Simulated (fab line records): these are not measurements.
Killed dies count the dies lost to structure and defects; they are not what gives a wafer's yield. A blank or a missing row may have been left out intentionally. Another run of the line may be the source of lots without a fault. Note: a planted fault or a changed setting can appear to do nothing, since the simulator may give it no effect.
Which tool was responsible?	flow n5 finfet	10 lots, 28 wafers sampled, at 5 steps of a route of 1938

WHAT THE GAUGES SHOWED, per wafer
N5_HKMG_FIN_INSPECT_14: inspects for defects (macro). Usual: raw defect count at 1.8, with a standard deviation of 1.4.
lot	measured	on	raw defect count	flag
L842	day 4 16:36	defect inspect-02	5 3 0	
L844	day 5 02:49	defect inspect-02	0 2 2	
L848	day 6 04:07	defect inspect-02	0 4 3	
L853	day 7 08:13	defect inspect-01	1 1	
L854	day 7 13:44	defect inspect-01	2 0	
L855	day 7 23:13	defect inspect-02	3 4 1	
L858	day 9 04:55	defect inspect-02	0 4 2	
L860	day 9 07:58	defect inspect-01	3 2 0	
L862	day 9 16:03	defect inspect-01	5 2 3	
L863	day 9 23:08	defect inspect-02	0 3 2	

N5_BEOL_M4_RC_MEAS_101. Usual: DIBL_N 36.2 mV/V, standard deviation 1.6; DIBL_P 36.5 mV/V, standard deviation 1.9; IOFF_N 0.158 nA/um, standard deviation 0.027; IOFF_P 0.21 nA/um, standard deviation 0.038; ION_N 675 uA/um, standard deviation 12; ION_P 464 uA/um, standard deviation 8.9; SS_N 71.5 mV/dec, standard deviation 0.61; SS_P 73.4 mV/dec, standard deviation 0.59; VT_N 250.4 mV, standard deviation 3; VT_P -250 mV, standard deviation 3.6.
lot	measured	on	DIBL_N (mV/V)	DIBL_P (mV/V)	IOFF_N (nA/um)	IOFF_P (nA/um)	ION_N (uA/um)	ION_P (uA/um)	SS_N (mV/dec)	SS_P (mV/dec)	VT_N (mV)	VT_P (mV)	flag
L842	day 8 02:20	prober-01	35.1 34.4 34.1	35.1 34.7 33.3	0.140 0.130 0.114	0.18 0.18 0.16	670 663 656	458 461 449	71.4 70.9 71.2	73.4 73.1 72.0	250.7 255.0 254.7	-254 -254 -255	
L844	day 8 18:03	prober-02	34.7 36.7 35.4	34.0 37.3 35.1	0.134 0.164 0.147	0.16 0.21 0.17	658 661 650	450 457 446	70.6 71.9 71.8	72.6 73.3 72.7	253.2 253.0 254.2	-257 -250 -256	
L848	day 9 20:32	prober-01	37.5 39.8 36.0	36.6 38.7 34.4	0.156 0.211 0.128	0.18 0.21 0.16	666 682 651	452 453 437	71.0 72.3 71.1	73.1 73.9 73.0	250.0 246.5 256.1	-257 -255 -259	
L853	day 11 09:55	prober-02	36.5 35.6	35.8 35.8	0.155 0.138	0.23 0.24	672 671	466 473	72.0 71.4	73.0 73.2	248.8 251.1	-248 -245	
L854	day 11 15:15	prober-01	36.2 39.3	37.1 40.7	0.157 0.242	0.25 0.31	685 702	473 479	70.6 72.4	73.1 74.5	247.2 242.4	-246 -242	
L855	day 12 11:15	prober-02	37.1 38.5 34.4	37.4 39.3 34.7	0.173 0.215 0.120	0.23 0.25 0.17	671 694 666	463 471 460	72.1 72.1 70.2	73.3 73.4 72.3	249.0 244.7 255.4	-249 -247 -254	
L858	day 12 17:14	prober-01	35.9 37.0 38.6	35.2 37.2 40.1	0.144 0.162 0.212	0.20 0.23 0.30	699 691 705	475 467 488	71.7 71.6 72.1	73.5 74.1 74.0	248.9 248.4 245.7	-250 -251 -242	
L860	day 13 19:52	prober-02	38.4 37.6 37.1	36.8 36.5 35.7	0.179 0.163 0.161	0.26 0.25 0.22	673 666 658	468 467 457	72.1 72.0 72.8	73.3 74.1 73.2	249.6 249.4 253.0	-247 -247 -247	
L862	day 14 08:34	prober-02	35.0 34.2 32.9	34.8 34.5 33.3	0.149 0.141 0.116	0.22 0.22 0.19	664 686 666	463 482 469	71.1 70.4 71.3	72.8 73.0 73.1	250.4 249.9 252.7	-248 -248 -251	
L863	day 14 01:01	prober-01	38.4 36.2 36.0	38.9 36.3 35.3	0.223 0.157 0.158	0.30 0.23 0.21	690 666 675	478 461 461	73.0 71.9 71.6	74.6 73.7 72.9	246.9 252.2 252.8	-245 -248 -252	

TOOL THAT RAN EACH LOT (tool first, then ch and the chambers of the sampled wafers, then the start)
lot	N5_HKMG_FIN_ETCH_32	N5_HKMG_FIN_ALD_71	N5_HKMG_FIN_W_FILL_22
L842	rie diel-04 ch 1,2, day 4 16:49	ald metal-04 ch 2,3, day 4 18:47	cvd w-01 ch 0,1, day 4 20:20
L844	rie diel-05 ch 1,2, day 5 02:56	ald metal-01 ch 0,3, day 5 04:55	cvd w-01 ch 0,1, day 5 06:28
L848	rie diel-05 ch 0,2,3, day 6 04:15	ald metal-01 ch 1,2,3, day 6 06:13	cvd w-02 ch 0,1, day 6 07:43
L853	rie diel-05 ch 0,1, day 7 08:44	ald metal-01 ch 1,2, day 7 10:42	cvd w-01 ch 0, day 7 12:20
L854	rie diel-05 ch 0,2, day 7 13:53	ald metal-01 ch 0,3, day 7 16:00	cvd w-02 ch 0,1, day 7 17:34
L855	rie diel-02 ch 0,2, day 7 23:20	ald metal-01 ch 1,2,3, day 8 01:31	cvd w-02 ch 1, day 8 03:01
L858	rie diel-05 ch 0,1,2, day 9 05:02	ald metal-04 ch 1,2,3, day 9 07:00	cvd w-01 ch 0,1, day 9 08:31
L860	rie diel-05 ch 0,3, day 9 08:05	ald metal-02 ch 0,1,3, day 9 10:05	cvd w-02 ch 0,1, day 9 11:36
L862	rie diel-04 ch 0,2,3, day 9 16:10	ald metal-04 ch 1,3, day 9 18:08	cvd w-01 ch 0, day 9 19:38
L863	rie diel-05 ch 0,1,3, day 9 23:16	ald metal-02 ch 1,3, day 10 01:22	cvd w-01 ch 0,1, day 10 02:55
- N5_HKMG_FIN_ETCH_32: etches SOC in N2/H2, target depth 240 nm, time 300 s.
- N5_HKMG_FIN_ALD_71: deposits TiN, target thk 1 nm, pulse time 1 s, purge time 3 s.
- N5_HKMG_FIN_W_FILL_22: material W, target thk 60 nm, time 18.2 s.

WHAT THE TOOLS THEMSELVES READ (means of the sampled wafers that have a number; where no wafer has one, the mark that the record gives instead)
N5_HKMG_FIN_ETCH_32. Usual: value, then standard deviation, for each; bias w 149.9 W / 0.46; chamber pressure mTorr 29.999 mTorr / 0.027; drypump motor current A 5.8 A / 0.46; oes product au 0.82 a.u. / 0.094; rf vpp V 524.8 V / 2.5; showerhead plenum p Torr 2.58 Torr / 0.092; throttle valve pct 17.79 % / 0.23.
lot	tool	bias w (W)	chamber pressure mTorr (mTorr)	drypump motor current A (A)	oes product au (a.u.)	rf vpp V (V)	showerhead plenum p Torr (Torr)	throttle valve pct (%)	flag
L842	rie diel-04	150.2	30.011	5.6	0.81	524.3	2.54	17.78	
L844	rie diel-05	150.0	29.996	6.3	0.77	524.4	2.60	18.10	
L848	rie diel-05	150.1	29.992	5.9	0.86	524.7	2.62	17.90	
L853	rie diel-05	150.1	29.986	5.7	0.91	522.5	2.49	17.78	
L854	rie diel-05	150.5	29.994	6.2	0.80	524.6	2.57	18.02	
L855	rie diel-02	150.5	29.988	5.9	0.76	522.9	2.50	17.69	
L858	rie diel-05	150.0	29.982	6.0	0.81	523.2	2.53	17.97	
L860	rie diel-05	150.2	29.997	5.4	0.88	526.2	2.64	17.75	
L862	rie diel-04	149.6	29.967	5.8	0.78	523.9	2.53	17.66	
L863	rie diel-05	150.2	29.999	5.6	0.86	524.8	2.56	17.81	

N5_HKMG_FIN_ALD_71. Usual: heater power w 888 W, standard deviation 53; precursor pulse height rel 1.000, standard deviation 0.018.
lot	tool	heater power w (W)	precursor pulse height rel	flag
L842	ald metal-04	829	0.995	
L844	ald metal-01	830	1.030	
L848	ald metal-01	906	1.006	
L853	ald metal-01	949	0.999	
L854	ald metal-01	836	1.012	
L855	ald metal-01	898	0.993	
L858	ald metal-04	878	1.012	
L860	ald metal-02	902	0.993	
L862	ald metal-04	884	1.003	
L863	ald metal-02	909	1.005	

N5_HKMG_FIN_W_FILL_22. Usual: heater power w 910 W, standard deviation 36; throttle valve pct 19.7 %, standard deviation 0.92.
lot	tool	heater power w (W)	throttle valve pct (%)	flag
L842	cvd w-01	932	20.3	
L844	cvd w-01	914	20.5	
L848	cvd w-02	890	19.1	
L853	cvd w-01	886	20.6	
L854	cvd w-02	891	18.9	
L855	cvd w-02	864	19.6	
L858	cvd w-01	924	20.4	
L860	cvd w-02	892	19.1	
L862	cvd w-01	897	20.9	
L863	cvd w-01	930	20.4	

THE ANSWER, worked out from the rows above alone
Rule: lot off if the mean of its wafers having a number is beyond 3 standard deviations from the usual mean. A lot without any number at a reading at which 4 lots or more have one is off too. The other lots that the step has rows for count as sound. Order of review: gauges by route order, followed by the tools' own readings, for which a lot's mean as printed above is used. The first step at which some lot is off is used, and at that step the reading that is off furthest; a lot without a number counts as furthest.
No lot is off on any of the readings shown, so nothing can be concluded from this.

WHAT WAS PUT IN BY THE SIMULATOR
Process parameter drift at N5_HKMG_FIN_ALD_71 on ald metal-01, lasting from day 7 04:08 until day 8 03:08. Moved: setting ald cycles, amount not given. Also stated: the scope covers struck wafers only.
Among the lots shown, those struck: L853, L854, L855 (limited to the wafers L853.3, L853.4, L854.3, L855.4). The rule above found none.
